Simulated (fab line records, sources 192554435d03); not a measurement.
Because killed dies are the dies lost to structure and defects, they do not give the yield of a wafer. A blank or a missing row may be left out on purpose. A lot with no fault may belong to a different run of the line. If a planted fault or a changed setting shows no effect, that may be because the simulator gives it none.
fab line records    flow n5-finfet
record: lots: 8  wafers: 24  last-day: 17
route steps=1938 shown BEOL_M3@953 BEOL_M4@1111
lots untouched by any fault: they come from a run of this same line in which no faults occurred
start-h: the number of hours between the record's first day and the start of the first shown wafer of the lot    wait-h: time in hours since the lot's previous step    " unchanged from the row above    L1.1+2: a single row standing in for several wafers    - no value, or no start given    * or withheld: withheld    < > ~ a bound
route shown NAME@n: NAME is a module with steps in the file, n the number in the route of the first one    usual: mean and standard deviation over wafers with no fault    same: alike in all rows    chamber/n: place in a boat    sites: per-site readings    _std_site: the standard deviation of these    _edge_site: outer sites' mean less inner sites'    radius-mm: for every site, how far away it sits from the centre of the wafer    mask NAME#n: copy n    behind: the most recent tool/chamber to have shaped the wafer    hold: the reason the lot was held/the length of the hold in hours/how it ended    device: which transistor (n, p or np) failed to switch    end of line: the route-end tests of the same wafers    step lacking rows: just its recipe    killed: count of dies lost to structure and defects at first sort (not the wafer's yield)    map: a wafer's dies, x killed, . not, _ none there
set.NAME: the setting as run; set.NAME@STEP: as run at that earlier step    model.NAME: the simulator's own value behind a step, which no gauge read
route steps across a sampled set of lots; one table per step, one row per wafer
services: from which hour (start-h, from the record's first day; less than 0 if before it) a tool's chamber was out of use, for how many hours, and why
== steps ==
step: N5_BEOL_M3_STRIP_66
recipe: chemistry: CF4  resist: SiARC  power-w: 300  bias-power-w: 75  pressure-mtorr: 50  cf4-flow-sccm: 150  rf-frequency-hz: 6e+07
usual: drypump-motor-current-A: 5.4/0.4  oes-product-au: 0.78/0.086  rf-vpp-V: 271.5/1.4  showerhead-plenum-p-Torr: 1.81/0.052  throttle-valve-pct: 13.58/0.22
lot.wafer  tool         chamber  start-h  wait-h  drypump-motor-current-A  oes-product-au  rf-hours-counter-h  rf-vpp-V  showerhead-plenum-p-Torr  throttle-valve-pct
L106.4     rie-diel-05  1        159.84   0.0     5.6                      0.69            243                 267.9     1.70                      14.04
L106.5     "            2        "        "       6.0                      0.68            -                   271.9     1.77                      13.91
L106.6     "            1        "        "       5.6                      0.69            -                   268.7     1.70                      14.03
L107.1     rie-diel-05  1        160.97   0.0     5.6                      0.69            243                 268.6     1.70                      14.02
L107.2     "            2        "        "       6.0                      0.69            232                 270.3     1.77                      13.95
L107.6     "            2        "        "       6.0                      0.68            -                   270.8     1.77                      13.94
L110.1     rie-diel-03  2        185.85   0.0     4.8                      0.95            2                   270.4     1.76                      13.01
L110.3     "            1        "        "       5.1                      0.71            204                 270.5     1.85                      13.70
L110.4     "            0        "        "       5.3                      0.70            193                 272.5     1.85                      13.63
L116.1     rie-diel-05  0        221.03   0.0     5.3                      0.75            170                 272.1     1.79                      13.43
L116.3     "            1        "        "       5.6                      0.93            5                   273.5     1.90                      13.48
L116.4     "            0        "        "       5.3                      0.75            -                   270.3     1.79                      13.43
L118.1     rie-diel-06  2        222.42   0.0     5.7                      0.73            152                 268.1     1.73                      13.96
L118.2     "            0        "        "       5.5                      0.74            164                 270.3     1.72                      13.80
L118.3     "            1        "        "       5.3                      0.84            73                  270.4     1.83                      13.63
L121.3     rie-diel-06  0        249.47   0.0     5.5                      0.74            172                 270.1     1.72                      13.82
L121.4     "            2        "        "       5.7                      0.72            162                 269.8     1.73                      13.98
L121.6     "            2        "        "       5.7                      0.73            -                   270.4     1.73                      13.99
L125.2     rie-diel-06  2        269.11   0.0     5.7                      0.71            169                 268.5     1.73                      13.99
L125.3     "            1        "        "       5.3                      0.83            89                  271.1     1.82                      13.66
L125.6     "            0        "        "       5.5                      0.73            -                   270.3     1.72                      13.83
L127.3     rie-diel-03  2        282.07   0.0     4.8                      0.88            28                  269.4     1.76                      13.06
L127.4     "            1        "        "       5.2                      0.69            234                 272.0     1.84                      13.76
L127.6     "            0        "        "       5.3                      0.68            -                   272.1     1.84                      13.71
step: N5_BEOL_M3_STRIP_19
recipe: chemistry: O2  power-w: 400  temp-c: 40  pressure-mtorr: 30  rf-frequency-hz: 6e+07  bias-power-w: 0  overash-fraction: 0.2  o2-flow-sccm: 225
usual: drypump-motor-current-A: 5.4/0.39  oes-product-au: 0.78/0.09  rf-vpp-V: 3.6/0.44  showerhead-plenum-p-Torr: 2.11/0.065  throttle-valve-pct: 16.65/0.23
same: overash-fraction: 0.2
lot.wafer  tool         chamber  start-h  wait-h  drypump-motor-current-A  oes-product-au  rf-hours-counter-h  rf-vpp-V  showerhead-plenum-p-Torr  throttle-valve-pct
L106.4     rie-diel-06  0        160.08   0.1     5.5                      0.77            -                   3.8       2.02                      16.86
L106.5     "            2        "        "       5.7                      0.76            -                   3.4       2.02                      16.99
L106.6     "            1        "        "       5.3                      0.88            -                   3.1       2.13                      16.66
L107.1     rie-diel-03  3        161.21   0.2     5.1                      0.85            85                  2.9       2.12                      16.49
L107.2     "            0        "        "       5.3                      0.72            184                 3.7       2.17                      16.67
L107.6     "            0        "        "       5.3                      0.72            -                   4.0       2.17                      16.68
L110.1     rie-diel-05  1        186.01   0.1     5.6                      0.70            249                 4.3       1.97                      17.06
L110.3     "            3        "        "       5.4                      0.74            172                 3.6       2.19                      16.68
L110.4     "            0        "        "       5.3                      0.77            158                 3.7       2.08                      16.43
L116.1     rie-diel-06  0        221.25   0.1     5.5                      0.75            163                 4.3       2.01                      16.92
L116.3     "            1        "        "       5.3                      0.85            73                  3.4       2.12                      16.71
L116.4     "            3        "        "       6.8                      0.86            51                  3.8       2.13                      16.42
L118.1     rie-diel-03  1        222.57   0.1     5.2                      0.70            216                 4.0       2.16                      16.71
L118.2     "            0        "        "       5.3                      0.70            205                 3.9       2.16                      16.71
L118.3     "            2        "        "       4.8                      0.93            9                   3.9       2.06                      16.13
L121.3     rie-diel-06  0        249.63   0.1     5.5                      0.75            172                 4.3       2.01                      16.92
L121.4     "            1        "        "       5.4                      0.85            82                  3.7       2.12                      16.71
L121.6     "            0        "        "       5.5                      0.75            -                   3.1       2.01                      16.91
L125.2     rie-diel-06  1        269.29   0.1     5.3                      0.83            89                  3.2       2.12                      16.74
L125.3     "            3        "        "       6.8                      0.84            68                  3.5       2.12                      16.46
L125.6     "            1        "        "       5.4                      0.84            -                   3.4       2.12                      16.74
L127.3     rie-diel-05  1        282.36   0.2     5.6                      0.90            24                  3.6       2.23                      16.67
L127.4     "            2        "        "       6.0                      0.94            15                  3.9       2.05                      16.60
L127.6     "            1        "        "       5.6                      0.90            -                   3.9       2.23                      16.66
step: N5_BEOL_M3_TRENCH_ETCH_37
recipe: chemistry: C4F6/O2  target-depth-a: 555.55  target: SiOC  time-s: 29.2  ion-energy-ev: 250  pressure-mtorr: 30  source-w: 355  bias-w: 185  Ar_flow_sccm: 300  C4F6_flow_sccm: 10  O2_flow_sccm: 10
usual: drypump-motor-current-A: 5.5/0.5  mfc-ar-sccm: 300.0/0.95  oes_f_703_au: 0.78/0.081  oes-product-au: 0.78/0.085  rf-vpp-V: 665/7.4  showerhead-plenum-p-Torr: 2.87/0.086  throttle-valve-pct: 20.89/0.21
lot.wafer  tool         chamber  start-h  wait-h  drypump-motor-current-A  mfc-ar-sccm  oes_f_703_au  oes-product-au  rf-hours-counter-h  rf-vpp-V  showerhead-plenum-p-Torr  throttle-valve-pct
L106.4     rie-diel-03  3        164.87   -       5.1                      300.9        0.85          0.85            -                   655       2.88                      20.74
L106.5     "            0        "        "       5.3                      300.4        0.72          0.71            -                   679       2.94                      20.81
L106.6     "            1        "        "       5.2                      300.1        0.71          0.71            -                   661       2.95                      20.89
L107.1     rie-diel-05  0        164.89   -       5.3                      299.0        0.75          0.76            153                 657       2.86                      20.68
L107.2     "            3        "        "       5.4                      300.8        0.74          0.74            167                 667       2.96                      20.82
L107.6     "            1        "        "       5.6                      301.2        0.70          0.70            -                   666       2.69                      21.23
L110.1     rie-diel-06  1        190.91   -       5.3                      300.8        0.85          0.87            63                  674       2.89                      20.94
L110.3     "            3        "        "       6.8                      300.2        0.87          0.88            39                  672       2.91                      20.70
L110.4     "            2        "        "       5.7                      299.2        0.73          0.74            141                 668       2.74                      21.22
L116.1     rie-diel-05  1        228.35   -       5.6                      301.2        0.93          0.95            7                   677       3.03                      20.92
L116.3     "            3        "        "       5.4                      299.6        0.72          0.73            187                 665       2.95                      20.84
L116.4     "            0        "        "       5.3                      301.9        0.74          0.75            -                   656       2.85                      20.71
L118.1     rie-diel-03  2        229.81   -       4.8                      300.5        0.92          0.91            12                  665       2.81                      20.41
L118.2     "            1        "        "       5.1                      300.5        0.70          0.83            219                 661       2.94                      20.96
L118.3     "            0        "        "       5.3                      297.8        0.70          0.69            208                 677       2.93                      20.84
L121.3     rie-diel-06  2        255.61   -       5.7                      300.2        0.71          0.72            164                 669       2.73                      21.27
L121.4     "            3        "        "       6.8                      298.9        0.83          0.84            63                  672       2.90                      20.75
L121.6     "            3        "        "       6.8                      298.4        0.84          0.84            -                   671       2.90                      20.74
L125.2     rie-diel-05  1        271.16   -       5.6                      299.3        0.90          0.89            21                  675       3.02                      20.93
L125.3     "            2        "        "       6.0                      299.8        0.91          0.94            12                  663       2.80                      20.86
L125.6     "            3        "        "       5.4                      299.1        0.71          0.72            -                   664       2.95                      20.89
L127.3     rie-diel-06  0        287.31   -       5.5                      298.6        0.73          0.74            185                 654       2.73                      21.16
L127.4     "            2        "        "       5.7                      299.4        0.70          0.72            174                 667       2.73                      21.29
L127.6     "            2        "        "       5.7                      298.3        0.70          0.72            -                   669       2.73                      21.28
step: N5_BEOL_M3_OCD_MEAS_38
usual: trench-depth-nm: 55.3/0.94
lot.wafer  tool    chamber  start-h  wait-h  trench-depth-nm
L106.4     ocd-01  -        165.01   -       55.5
L106.5     "       -        "        "       55.0
L106.6     "       -        "        "       54.0
L107.1     ocd-02  -        165.05   -       55.3
L107.2     "       -        "        "       55.1
L107.6     "       -        "        "       55.1
L110.1     ocd-01  -        191.06   -       56.7
L110.3     "       -        "        "       56.8
L110.4     "       -        "        "       55.0
L116.1     ocd-01  -        228.50   -       56.9
L116.3     "       -        "        "       55.2
L116.4     "       -        "        "       55.4
L118.1     ocd-02  -        229.97   -       54.6
L118.2     "       -        "        "       69.9
L118.3     "       -        "        "       54.0
L121.3     ocd-01  -        255.77   -       54.4
L121.4     "       -        "        "       55.6
L121.6     "       -        "        "       56.5
L125.2     ocd-02  -        271.31   -       56.3
L125.3     "       -        "        "       55.3
L125.6     "       -        "        "       54.7
L127.3     ocd-02  -        287.47   -       56.5
L127.4     "       -        "        "       55.1
L127.6     "       -        "        "       55.4
step: N5_BEOL_M3_SPUTTER_79
recipe: material: Cu  target-thk-a: 45  temp-c: -20  chamber-pressure-pa: 0.07  power-w: withheld  time-s: 8.29
usual: chuck-gas-flow-sccm: 1.27/0.051  substrate-temp-c: -20.00/0.12  throttle-valve-pct: 29.4/0.78
lot.wafer  tool            chamber  start-h  wait-h  chuck-gas-flow-sccm  substrate-temp-c  throttle-valve-pct
L106.4     pvd-sputter-01  -        166.19   0.1     1.23                 -20.01            31.6
L106.5     "               -        "        "       1.24                 -20.10            27.7
L106.6     "               -        "        "       1.25                 -20.04            31.4
L107.1     pvd-sputter-02  -        167.39   0.1     1.27                 -20.11            28.7
L107.2     "               -        "        "       1.29                 -20.24            30.0
L107.6     "               -        "        "       1.18                 -19.74            29.4
L110.1     pvd-sputter-03  -        192.55   0.1     1.26                 -19.79            30.6
L110.3     "               -        "        "       1.26                 -19.93            29.4
L110.4     "               -        "        "       1.19                 -20.01            29.9
L116.1     pvd-sputter-03  -        230.09   0.1     1.29                 -20.07            30.5
L116.3     "               -        "        "       1.32                 -20.27            29.2
L116.4     "               -        "        "       1.26                 -20.06            29.0
L118.1     pvd-sputter-03  -        232.09   0.1     1.22                 -20.08            28.9
L118.2     "               -        "        "       1.30                 -19.91            30.1
L118.3     "               -        "        "       1.30                 -20.04            29.4
L121.3     pvd-sputter-01  -        258.14   0.1     1.39                 -20.19            31.8
L121.4     "               -        "        "       1.27                 -20.08            28.2
L121.6     "               -        "        "       1.20                 -20.13            31.6
L125.2     pvd-sputter-03  -        273.17   0.1     1.33                 -20.04            29.2
L125.3     "               -        "        "       1.20                 -20.11            29.0
L125.6     "               -        "        "       1.31                 -20.13            29.3
L127.3     pvd-sputter-02  -        288.78   0.1     1.18                 -19.79            29.7
L127.4     "               -        "        "       1.28                 -19.87            28.9
L127.6     "               -        "        "       1.39                 -19.91            29.1
step: N5_BEOL_M4_RC_MEAS_101
usual: DIBL_N: 36.4/1.5  DIBL_P: 36.4/1.6  IOFF_N: 0.164/0.025  IOFF_P: 0.214/0.028  ION_N: 675/9.9  ION_P: 463/6.5  SS_N: 71.5/0.5  SS_P: 73.3/0.56  VT_N: 249.2/2.7  VT_P: -250.1/2.8
lot.wafer  tool       chamber  start-h  wait-h  DIBL_N[mV/V]  DIBL_P[mV/V]  IOFF_N[nA/um]  IOFF_P[nA/um]  ION_N[uA/um]  ION_P[uA/um]  SS_N[mV/dec]  SS_P[mV/dec]  VT_N[mV]  VT_P[mV]
L106.4     prober-02  0        180.43   0.5     35.8          37.5          0.165          0.224          677           471           71.8          73.8          249.6     -249.5
L106.5     "          0        "        "       36.0          37.2          0.168          0.219          682           467           71.8          73.6          247.4     -249.8
L106.6     "          0        "        "       35.8          36.9          0.166          0.208          687           467           70.9          73.2          248.3     -250.5
L107.1     prober-01  0        183.12   0.0     36.4          36.9          0.153          0.173          671           455           71.8          73.3          248.6     -253.4
L107.2     "          0        "        "       34.1          34.1          0.111          0.145          657           440           70.8          72.7          256.2     -257.7
L107.6     "          0        "        "       35.7          35.4          0.134          0.160          656           447           71.7          73.6          252.8     -254.4
L110.1     prober-01  0        204.93   0.0     37.0          38.9          0.179          0.242          677           462           72.6          72.9          247.9     -251.3
L110.3     "          0        "        "       37.1          39.1          0.171          0.249          676           464           72.4          73.9          250.5     -248.7
L110.4     "          0        "        "       35.8          37.2          0.159          0.212          677           466           71.5          73.1          251.4     -248.6
L116.1     prober-01  0        241.19   0.0     35.4          35.4          0.137          0.176          668           456           70.9          72.5          254.7     -254.9
L116.3     "          0        "        "       33.9          34.3          0.121          0.169          661           455           70.4          73.0          255.1     -252.1
L116.4     "          0        "        "       36.6          37.4          0.166          0.209          668           452           71.3          73.3          247.1     -252.9
L118.1     prober-01  0        243.32   0.0     37.4          38.4          0.186          0.244          676           466           71.7          73.3          248.0     -251.3
L118.2     "          0        "        "       37.2          38.6          0.181          0.239          677           464           71.7          73.4          249.7     -250.6
L118.3     "          0        "        "       37.9          38.8          0.203          0.244          679           458           72.0          73.5          248.6     -246.8
L121.3     prober-01  0        272.41   0.3     37.9          38.7          0.222          0.244          696           468           72.3          73.6          246.7     -248.5
L121.4     "          0        "        "       36.9          37.5          0.207          0.225          697           468           71.7          74.4          245.8     -249.9
L121.6     "          0        "        "       38.5          39.4          0.247          0.256          703           469           71.3          74.2          242.5     -246.1
L125.2     prober-02  0        291.64   0.2     35.1          34.9          0.159          0.175          681           458           71.7          73.1          250.2     -254.8
L125.3     "          0        "        "       34.7          34.4          0.146          0.169          674           457           71.1          73.1          249.3     -252.5
L125.6     "          0        "        "       35.5          35.5          0.157          0.187          667           455           71.8          72.9          249.2     -254.0
L127.3     prober-02  0        303.39   0.3     37.4          37.1          0.184          0.225          675           464           71.4          73.8          246.9     -250.5
L127.4     "          0        "        "       36.6          36.1          0.164          0.212          674           457           71.6          73.7          251.0     -251.4
L127.6     "          0        "        "       37.8          36.8          0.174          0.218          678           459           71.2          74.1          249.6     -249.9
== services ==
tool         chamber  start-h  hours  kind
rie-diel-06  3        158.92   1.5    repair
rie-diel-03  2        161.17   -      clean
rie-diel-03  2        161.17   -      consumable-replace:focus-ring
rie-diel-03  2        161.17   17.2   scheduled-down
rie-diel-03  2        161.17   17.2   vent-cycle
rie-diel-05  1        189.36   -      clean
rie-diel-05  1        189.36   -      consumable-replace:focus-ring
rie-diel-05  1        189.36   -      consumable-replace:showerhead
rie-diel-05  1        189.36   17.0   scheduled-down
rie-diel-05  1        189.36   17.0   vent-cycle
rie-diel-03  2        208.36   12.5   repair
rie-diel-03  3        217.87   22.0   repair
rie-diel-05  2        219.60   -      clean
rie-diel-05  2        219.60   -      consumable-replace:focus-ring
rie-diel-05  2        219.60   16.4   scheduled-down
rie-diel-05  2        219.60   16.4   vent-cycle
rie-diel-05  3        240.96   8.6    repair
rie-diel-05  2        283.44   5.7    repair
== key ==
first-sign: step: N5_BEOL_M3_OCD_MEAS_38  reading: trench-depth-nm  direction: up  sigmas: 15  usual: 55.3  struck: 69.9
effect none on later readings
met-at N5_BEOL_M3_TRENCH_ETCH_37
struck-lots L118
struck-wafers L118.2
not-acting-at N5_BEOL_M3_STRIP_66,N5_BEOL_M3_STRIP_19,N5_BEOL_M3_SPUTTER_79
onset-between 164.87 229.81
fault: kind: process-parameter-drift  tool: rie-diel-03  chamber: 1  onset-h: 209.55  steps: N5_BEOL_M3_TRENCH_ETCH_37  channel: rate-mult  offset: 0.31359  shape: step  end-h: 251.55
